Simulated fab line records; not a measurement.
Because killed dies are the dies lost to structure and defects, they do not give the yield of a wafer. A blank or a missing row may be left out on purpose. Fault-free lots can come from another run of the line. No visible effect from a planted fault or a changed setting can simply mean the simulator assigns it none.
Matching of chambers + flow n5Finfet + 3 sister chambers for N5_BEOL_M4_CO_CAP_55 on cvdCo-01
The step material Co, precursor CCTBA/H2, target thk 2 nm, time 102.1 s. 6 wafers are shown with their chamber, then 6 later ones without.

== WAFERS PAIRED WITH THEIR CHAMBERS ==
| wafer  | chamber | heaterPowerW (W) |
|--------|---------|------------------|
| L305.2 | 2       | 256              |
| L306.1 | 0       | 209              |
| L306.3 | 1       | 248              |
| L309.1 | 1       | 243              |
| L309.5 | 0       | 211              |
| L309.6 | 2       | 255              |

== WAFERS WITHOUT THEIR CHAMBER ==
| wafer  | heaterPowerW (W) |
|--------|------------------|
| L316.1 | 240              |
| L316.3 | 254              |
| L316.6 | 213              |
| L320.1 | 210              |
| L320.2 | 244              |
| L320.4 | 222              |

== CHAMBER TAKEN BY EACH ==
| wafer  | from the rows above | in truth |
|--------|---------------------|----------|
| L316.1 | 1                   | 1        |
| L316.3 | 2                   | 2        |
| L316.6 | 0                   | 0        |
| L320.1 | 0                   | 0        |
| L320.2 | 1                   | 1        |
| L320.4 | 0                   | 0        |
Correctly placed: 6 of 6. Number that these rows cannot place: 0. 0 placed wrongly.
How it was worked out, from the rows above alone: a wafer's distance from a chamber is the root of the sum, over the readings, of the square of ((its reading less the chamber's mean) divided by the reading's scatter). The wafer belongs to the nearest chamber; if the next one is less than 2 further off, it can't be placed. For every chamber, the mean is computed from those of its wafers that are shown. The scatter is the square root of a quotient: the sum, over the shown wafers, of each reading's squared deviation from its chamber's mean, divided by wafers minus chambers.
